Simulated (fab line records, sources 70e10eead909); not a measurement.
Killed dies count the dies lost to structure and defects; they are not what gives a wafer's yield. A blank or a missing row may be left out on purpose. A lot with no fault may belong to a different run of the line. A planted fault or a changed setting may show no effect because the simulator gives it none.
fab line records	flow nand-harc
[record] lots = 12	wafers = 36	last-day = 25
route steps=1159 shown A_STAIRCASE@597 END@1159
lots with no fault: from the same line, run without faults
start-h: hours from the record's first day to the start of the lot's first wafer shown	wait-h: hours since the lot's step before	" unchanged from the row above	L1.1+2: a row that stands for several wafers	- no value, or no start was given	* or withheld: withheld	< > ~ a bound
route shown NAME@n: names a module that has steps shown in the file, with the first one's number in the route	usual: average and standard deviation across the fault-free wafers	same: alike in all rows	chamber/n: place in a boat	sites: each site's reading	_std_site: standard deviation across them	_edge_site: the outer-site mean with the inner-site mean subtracted	radius-mm: how far each site lies from the wafer's centre	mask NAME#n: copy n	behind: the last tool/chamber to shape the wafer	hold: why the lot was held/for how many hours/how that ended	device: names the non-switching transistor (n, p or np)	end of line: the route-end tests of the same wafers	a step with no rows: only its recipe	killed: dies lost to structure and defects at the first sort, not the wafer's yield	map: per-die view of a wafer (x killed, . not killed, _ where there is no die)
set.NAME: the setting that was run; set.NAME@STEP: the one run at that earlier step	model.NAME: the simulator's own value behind a step, which no gauge read
the route's steps for a sample of lots (tables are steps, rows are wafers)
services: the hour from which a tool's chamber was out of use, counted from the record's first day as start-h (under 0 if before that day), plus the number of hours and why
[[steps]]
[step NHARC_A_STAIRCASE_ETCH_203]
[recipe] target-depth-a = 1000	time-s = 40.5	ion-energy-ev = 400	c4f8-flow-sccm = 20	o2-flow-sccm = 10	ar-flow-sccm = withheld	rf-w = 600	bias-w = 1000	chemistry = C4F8/O2
[usual] oes-product-au = 0.947/0.015	rf-vpp-V = 895/5.6
lot.wafer	tool	chamber	start-h	wait-h	oes-product-au	rf-hours-counter-h	rf-vpp-V
L857.3	rie-diel-02	0	-	-	0.952	27	895
L857.4	"	1	"	"	0.927	25	892
L857.1	"	3	"	"	0.965	30	901
L858.4	rie-diel-04	3	-	-	0.931	49	891
L858.1	"	1	"	"	0.949	48	896
L858.5	"	0	"	"	0.936	-	889
L859.2	rie-diel-02	3	-	-	0.955	37	901
L859.3	"	0	"	"	0.948	34	895
L859.5	"	3	"	"	0.956	-	900
L860.3	rie-diel-02	2	-	-	0.950	37	895
L860.1	"	3	"	"	0.964	39	900
L860.2	"	0	"	"	0.948	37	894
L864.2	rie-diel-02	3	-	-	0.971	48	900
L864.5	"	3	"	"	0.965	-	901
L864.6	"	0	"	"	0.948	-	896
L866.1	rie-diel-02	1	-	-	0.926	51	891
L866.3	"	2	"	"	0.944	53	894
L866.6	"	1	"	"	0.932	-	891
L873.4	rie-diel-13	3	-	-	0.936	19	906
L873.3	"	0	"	"	0.936	19	889
L873.5	"	3	"	"	0.935	-	905
L874.2	rie-diel-13	0	-	-	0.939	21	889
L874.6	"	2	"	"	0.948	-	892
L874.5	"	3	"	"	0.944	-	905
L875.1	rie-diel-04	1	-	-	0.955	17	897
L875.5	"	1	"	"	0.962	-	895
L875.6	"	2	"	"	0.949	-	907
L876.2	rie-diel-04	2	-	-	0.945	17	905
L876.3	"	3	"	"	0.940	23	890
L876.6	"	1	"	"	0.958	-	897
L879.2	rie-diel-13	0	-	-	0.939	30	889
L879.4	"	1	"	"	0.956	33	893
L879.1	"	3	"	"	0.923	29	904
L880.2	rie-diel-04	0	-	-	0.934	35	886
L880.3	"	1	"	"	0.955	36	895
L880.4	"	0	"	"	0.927	-	887
[step NHARC_A_STAIRCASE_TRIM_222]
[recipe] time-s = 211.2	o2-flow-sccm = 500	ar-flow-sccm = 0	bias-w = 0	chemistry = O2
[usual] drypump-motor-current-A = 5.8/0.4	mfc-ar-sccm = 0.013/0.015	oes-product-au = 1.001/0.011	rf-vpp-V = 57.6/0.88	showerhead-plenum-p-Torr = 3.49/0.13	throttle-valve-pct = 17.036/0.01
lot.wafer	tool	chamber	start-h	wait-h	drypump-motor-current-A	mfc-ar-sccm	oes-product-au	rf-hours-counter-h	rf-vpp-V	showerhead-plenum-p-Torr	throttle-valve-pct
L857.4	rie-diel-02	1	-	-	5.5	0.002	0.996	25	57.9	3.44	17.036
L857.1	"	3	"	"	5.4	0	1.027	30	58.0	3.67	17.037
L857.3	"	0	"	"	5.5	0.041	1.009	28	57.4	3.49	17.021
L858.4	rie-diel-02	2	-	-	6.1	0	1.000	35	57.0	3.52	17.025
L858.1	"	3	"	"	5.4	0	1.016	37	58.9	3.67	17.035
L858.5	"	1	"	"	5.6	0.002	0.985	-	57.5	3.44	17.039
L859.3	rie-diel-04	0	-	-	5.8	0.015	1.013	48	57.2	3.32	17.035
L859.2	"	2	"	"	6.3	0	1.004	50	57.9	3.27	17.038
L859.5	"	1	"	"	6.6	0.026	1.029	-	56.4	3.54	17.037
L860.2	rie-diel-02	1	-	-	5.5	0.002	0.993	34	56.5	3.44	17.026
L860.1	"	2	"	"	6.1	0	0.999	37	58.3	3.51	17.024
L860.3	"	3	"	"	5.4	0	1.011	40	58.8	3.67	17.047
L864.2	rie-diel-04	0	-	-	5.8	0.015	0.989	58	57.8	3.32	17.045
L864.6	"	2	"	"	6.3	0	1.014	-	55.9	3.27	17.033
L864.5	"	3	"	"	6.2	0	0.999	-	56.4	3.37	17.037
L866.3	rie-diel-02	3	-	-	5.4	0	1.020	55	58.0	3.66	17.025
L866.1	"	0	"	"	5.4	0.041	1.008	53	58.9	3.48	17.040
L866.6	"	1	"	"	5.5	0.002	0.977	-	58.1	3.43	17.044
L873.3	rie-diel-04	2	-	-	6.3	0	0.996	12	59.1	3.80	17.032
L873.4	"	1	"	"	6.6	0.026	1.021	16	56.2	3.53	17.037
L873.5	"	2	"	"	6.3	0	0.990	-	57.7	3.80	17.035
L874.2	rie-diel-04	2	-	-	6.3	0	0.997	13	59.2	3.80	17.023
L874.6	"	0	"	"	5.8	0.015	0.995	-	56.5	3.31	17.042
L874.5	"	1	"	"	6.5	0.026	1.019	-	55.9	3.53	17.030
L875.1	rie-diel-13	2	-	-	5.8	0.010	1.001	24	56.5	3.44	17.028
L875.6	"	0	"	"	5.3	0.036	1.000	-	57.8	3.34	17.044
L875.5	"	1	"	"	6.3	0.014	0.997	-	57.6	3.48	17.021
L876.2	rie-diel-13	2	-	-	5.8	0.010	1.000	29	59.1	3.44	17.041
L876.3	"	0	"	"	5.3	0.036	0.998	26	57.7	3.34	17.036
L876.6	"	1	"	"	6.3	0.014	0.995	-	56.8	3.47	17.049
L879.1	rie-diel-13	3	-	-	5.5	0.026	0.984	30	58.2	3.75	17.050
L879.4	"	1	"	"	6.3	0.014	0.990	33	56.6	3.47	17.037
L879.2	"	2	"	"	5.8	0.010	0.990	32	58.1	3.44	17.050
L880.3	rie-diel-02	0	-	-	5.4	0.041	0.996	16	58.1	3.47	17.026
L880.4	"	1	"	"	5.6	0.002	0.985	17	57.0	3.42	17.039
L880.2	"	3	"	"	5.4	0	1.016	17	59.0	3.64	17.015
[step NHARC_A_STAIRCASE_ETCH_223]
[recipe] target-depth-a = 1000	time-s = 40.5	ion-energy-ev = 400	c4f8-flow-sccm = 20	o2-flow-sccm = 10	ar-flow-sccm = withheld	rf-w = 600	bias-w = 1000	chemistry = C4F8/O2
[usual] oes-product-au = 0.943/0.013	rf-vpp-V = 894/5
lot.wafer	tool	chamber	start-h	wait-h	oes-product-au	rf-hours-counter-h	rf-vpp-V
L857.4	rie-diel-02	3	237.15	-	0.971	30	901
L857.1	"	0	"	"	0.970	28	894
L857.3	"	1	"	"	0.937	25	891
L858.1	rie-diel-02	1	254.31	-	0.946	31	893
L858.4	"	3	"	"	0.974	37	903
L858.5	"	1	"	"	0.938	-	893
L859.3	rie-diel-04	3	254.86	-	0.964	49	890
L859.2	"	1	"	"	0.963	49	897
L859.5	"	0	"	"	0.957	-	889
L860.1	rie-diel-02	1	264.17	-	0.931	34	893
L860.3	"	2	"	"	0.949	37	895
L860.2	"	0	"	"	0.949	37	894
L864.2	rie-diel-04	1	289.15	-	0.977	60	896
L864.6	"	0	"	"	0.938	-	889
L864.5	"	1	"	"	0.989	-	895
L866.1	rie-diel-02	1	304.80	-	0.938	52	893
L866.3	"	0	"	"	0.808	53	896
L866.6	"	1	"	"	0.929	-	893
L873.3	rie-diel-04	3	340.16	-	0.948	18	890
L873.4	"	1	"	"	0.970	16	897
L873.5	"	2	"	"	0.943	-	905
L874.2	rie-diel-04	3	344.45	-	0.942	20	888
L874.5	"	0	"	"	0.935	-	888
L874.6	"	1	"	"	0.954	-	896
L875.1	rie-diel-13	0	345.35	-	0.948	22	889
L875.6	"	2	"	"	0.928	-	893
L875.5	"	3	"	"	0.935	-	904
L876.2	rie-diel-13	3	354.73	-	0.944	26	904
L876.3	"	1	"	"	0.946	29	894
L876.6	"	3	"	"	0.950	-	905
L879.4	rie-diel-13	3	368.38	-	0.926	30	904
L879.2	"	0	"	"	0.938	31	888
L879.1	"	1	"	"	0.942	33	894
L880.3	rie-diel-02	0	386.24	-	0.935	16	893
L880.4	"	1	"	"	0.926	17	891
L880.2	"	3	"	"	0.950	17	900
[step NHARC_A_STAIRCASE_TRIM_231]
[recipe] time-s = 211.2	o2-flow-sccm = 500	ar-flow-sccm = 0	bias-w = 0	chemistry = O2
[usual] drypump-motor-current-A = 5.8/0.4	mfc-ar-sccm = 0.014/0.015	oes-product-au = 1.000/0.012	rf-vpp-V = 57.6/0.92	showerhead-plenum-p-Torr = 3.50/0.14	throttle-valve-pct = 17.036/0.0092
lot.wafer	tool	chamber	start-h	wait-h	drypump-motor-current-A	mfc-ar-sccm	oes-product-au	rf-hours-counter-h	rf-vpp-V	showerhead-plenum-p-Torr	throttle-valve-pct
L857.1	rie-diel-02	0	-	-	5.4	0.041	1.010	28	57.2	3.49	17.029
L857.4	"	1	"	"	5.5	0.002	0.969	26	58.0	3.44	17.046
L857.3	"	2	"	"	6.1	0	1.000	28	56.4	3.52	17.045
L858.4	rie-diel-02	0	-	-	5.5	0.041	1.012	34	58.1	3.49	17.037
L858.1	"	2	"	"	6.1	0	0.998	35	57.9	3.52	17.041
L858.5	"	1	"	"	5.6	0.002	0.986	-	58.0	3.44	17.026
L859.2	rie-diel-04	1	-	-	6.5	0.026	1.017	49	59.1	3.54	17.041
L859.3	"	3	"	"	6.2	0	0.998	50	58.9	3.38	17.033
L859.5	"	2	"	"	6.3	0	1.000	-	55.6	3.27	17.034
L860.3	rie-diel-02	1	-	-	5.5	0.002	0.991	34	57.0	3.44	17.034
L860.2	"	2	"	"	6.1	0	1.002	37	58.5	3.51	17.040
L860.1	"	3	"	"	5.4	0	1.030	40	57.7	3.67	17.038
L864.2	rie-diel-13	3	-	-	5.5	0.026	0.994	1	58.6	3.77	17.028
L864.6	"	2	"	"	5.8	0.010	0.993	-	56.6	3.46	17.034
L864.5	"	3	"	"	5.4	0.026	0.995	-	57.9	3.77	17.033
L866.1	rie-diel-13	3	-	-	5.5	0.026	0.995	7	59.7	3.77	17.043
L866.3	"	0	"	"	5.3	0.036	1.003	7	57.6	3.35	17.033
L866.6	"	3	"	"	5.5	0.026	1.000	-	58.3	3.77	17.036
L873.3	rie-diel-02	2	-	-	6.1	0	1.003	2	57.4	3.50	17.038
L873.4	"	0	"	"	5.5	0.041	0.983	2	57.8	3.47	17.037
L873.5	"	1	"	"	5.5	0.002	0.984	-	57.4	3.42	17.060
L874.2	rie-diel-04	0	-	-	5.8	0.015	0.978	20	58.1	3.31	17.036
L874.6	"	1	"	"	6.5	0.026	1.030	-	58.1	3.53	17.030
L874.5	"	2	"	"	6.3	0	0.988	-	57.1	3.80	17.036
L875.1	rie-diel-04	0	-	-	5.8	0.015	0.997	20	57.9	3.31	17.033
L875.5	"	0	"	"	5.8	0.015	0.989	-	57.1	3.31	17.021
L875.6	"	1	"	"	6.6	0.026	1.015	-	57.7	3.53	17.039
L876.2	rie-diel-13	3	-	-	5.5	0.026	0.994	26	58.6	3.76	17.027
L876.3	"	2	"	"	5.8	0.010	0.989	29	57.4	3.44	17.043
L876.6	"	3	"	"	5.4	0.026	0.994	-	59.4	3.76	17.049
L879.4	rie-diel-02	0	-	-	5.5	0.041	0.999	11	57.1	3.47	17.049
L879.2	"	1	"	"	5.6	0.002	0.988	12	58.6	3.42	17.042
L879.1	"	2	"	"	6.1	0	0.996	12	59.1	3.49	17.020
L880.3	rie-diel-02	1	-	-	5.5	0.002	0.984	17	57.1	3.41	17.034
L880.2	"	2	"	"	6.1	0	0.995	18	57.7	3.49	17.037
L880.4	"	0	"	"	5.5	0.041	0.998	17	58.8	3.47	17.022
[step NHARC_END_SORT_01]
[recipe] temp-c = 25
[usual] killed-at-array = 25/9.2	killed-at-other = 0.8/1.2	killed-at-periphery = 3.9/2.6	killed-dies = 30/9.7	killed-open = 3.4/1.9	killed-short = 2.0/1.4
[same] gross-dies = 677
lot.wafer	tool	chamber	start-h	wait-h	killed-at-array	killed-at-other	killed-at-periphery	killed-dies	killed-open	killed-short
L866.1	prober-01	0	499.06	2.5	23	1	4	28	3	0
L866.3	prober-01	0	500.66	3.1	406	0	8	414	9	2
L866.6	prober-01	0	503.04	4.0	24	0	4	28	3	3
// killed by level:class
L866.1 A_CHANNEL_HOLE_D1:chamber-film-flake=17 P_STI:chamber-film-flake=2 P_M0:chamber-film-flake=2 A_STAIRCASE:chamber-film-flake=2 A_CHANNEL_FILL_D1:geometric-particle:open=1 A_M0:geometric-particle:open=1 STARTING-WAFER:geometric-particle:open=1 A_ZERO_WELL:chamber-film-flake=1
L866.3 A_STAIRCASE:area-etch=380 A_CHANNEL_HOLE_D1:chamber-film-flake=13 P_CONTACT:geometric-particle:open=3 A_STAIRCASE:chamber-film-flake=3 A_CONTACT:chamber-film-flake=3 A_BLC:geometric-particle:open=2 P_M0:geometric-particle:open=1 P_M1:geometric-particle:open=1
L866.6 A_CHANNEL_HOLE_D1:chamber-film-flake=10 A_STAIRCASE:chamber-film-flake=4 A_CONTACT:chamber-film-flake=4 P_M0:chamber-film-flake=3 A_WL_FILL:geometric-particle:short=2 P_CONTACT:geometric-particle:open=1 A_ONON_D1:geometric-particle:short=1 A_WL_FILL:geometric-particle:open=1
[[services]]
tool	chamber	start-h	hours	kind
rie-diel-13	0	213.81	5.5	repair
rie-diel-02	0	233.45	-	clean
rie-diel-02	1	233.45	-	clean
rie-diel-02	2	233.45	-	clean
rie-diel-02	3	233.45	-	clean
rie-diel-02	0	257.95	-	clean
rie-diel-02	1	257.95	-	clean
rie-diel-02	2	257.95	-	clean
rie-diel-02	3	257.95	-	clean
rie-diel-13	-	276.00	9.0	pm
rie-diel-02	0	282.46	-	clean
rie-diel-02	1	282.46	-	clean
rie-diel-02	2	282.46	-	clean
rie-diel-02	3	282.46	-	clean
rie-diel-02	0	307.04	-	clean
rie-diel-02	1	307.04	-	clean
rie-diel-02	2	307.04	-	clean
rie-diel-02	3	307.04	-	clean
rie-diel-02	-	327.98	9.0	pm
rie-diel-02	0	327.98	9.0	vent-cycle
rie-diel-02	1	327.98	9.0	vent-cycle
rie-diel-02	2	327.98	9.0	vent-cycle
rie-diel-04	2	328.79	7.2	repair
rie-diel-04	3	365.31	26.3	repair
[[key]]
[first-sign] step = NHARC_A_STAIRCASE_ETCH_223	reading = oes-product-au	direction = down	sigmas = 10	usual = 0.943	struck = 0.808
[effect] step = NHARC_END_SORT_01	reading = killed-at-array	direction = up	sigmas = 41	usual = 25	struck = 406
[more-kills-born-at] NHARC_A_STAIRCASE_ETCH_223@rie-diel-02 = 380
met-at NHARC_A_STAIRCASE_ETCH_223
struck-lots L866
struck-wafers L866.3
later-rows-left-out L866.3
tester-left-out L866
not-acting-at NHARC_A_STAIRCASE_ETCH_203,NHARC_A_STAIRCASE_TRIM_222,NHARC_A_STAIRCASE_TRIM_231
onset-between 264.17 304.80
[fault] kind = process-parameter-drift	tool = rie-diel-02	chamber = 0	onset-h = 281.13	steps = NHARC_A_STAIRCASE_ETCH_223	channel = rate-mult	offset = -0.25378	shape = step	end-h = 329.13
// tester-left-out: of these lots the tester's yield and bins aren't shown, on N5 and GAA mostly nor the transistor test; their killed dies are dies lost to structure and defects alone, not to doping, threshold or leakage, so they don't give the yield
// later-rows-left-out: the simulator's readings of these wafers behind a module that went badly wrong aren't trusted and aren't shown, but for the sort
